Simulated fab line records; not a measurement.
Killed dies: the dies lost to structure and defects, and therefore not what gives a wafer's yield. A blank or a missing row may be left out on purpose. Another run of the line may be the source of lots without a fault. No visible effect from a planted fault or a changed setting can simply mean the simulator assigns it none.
Chamber matching | flow nandHarc | NHARC_A_CHANNEL_FILL_D2_ALD_14 on aldHk-03: 4 sister chambers
The step deposits SiO2, target thk 2.5 nm, pulse time 10 s, ald cycles 25. 8 wafers are shown with their chamber, then 8 later ones without.

## WAFERS WITH THEIR CHAMBER
wafer  | chamber | heaterPowerW (W) | precursorPulseHeightRel
L084.6 | 3       | 409              | 1.011
L087.1 | 0       | 477              | 0.964
L087.2 | 1       | 482              | 1.007
L087.4 | 2       | 477              | 1.005
L088.2 | 0       | 497              | 1.005
L088.4 | 2       | 479              | 1.014
L088.5 | 1       | 473              | 0.968
L091.2 | 3       | 415              | 0.984

## WAFERS WHOSE CHAMBER IS MISSING
wafer  | heaterPowerW (W) | precursorPulseHeightRel
L091.3 | 489              | 1.016
L091.4 | 492              | 0.985
L092.2 | 489              | 1.006
L092.3 | 485              | 0.962
L092.4 | 424              | 1.002
L097.2 | 495              | 0.997
L097.3 | 414              | 0.992
L097.4 | 484              | 0.953

## WHICH CHAMBER EACH WENT THROUGH
wafer  | from the rows above          | in truth
L091.3 | can't be placed: 2 or 0 or 1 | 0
L091.4 | can't be placed: 0 or 1 or 2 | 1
L092.2 | can't be placed: 0 or 2 or 1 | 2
L092.3 | can't be placed: 0 or 1 or 2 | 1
L092.4 | 3                            | 3
L097.2 | can't be placed: 0 or 2 or 1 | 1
L097.3 | 3                            | 3
L097.4 | can't be placed: 0 or 1 or 2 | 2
2 of 8 placed correctly. Unplaceable from these rows: 6, with the true chamber sitting among the candidates in 6. Wrongly placed: 0.
How it was worked out, from the rows above alone: a wafer's distance from a chamber is the root of the sum, over the readings, of the square of ((its reading less the chamber's mean) divided by the reading's scatter). If the next closest chamber is less than 2 further off than the closest, the wafer can't be placed; otherwise it belongs to the closest. For every chamber, the mean is computed from those of its wafers that are shown. The scatter: take each reading less its chamber's mean, square it, sum over the shown wafers, divide by the number of wafers less the number of chambers, and take the root.
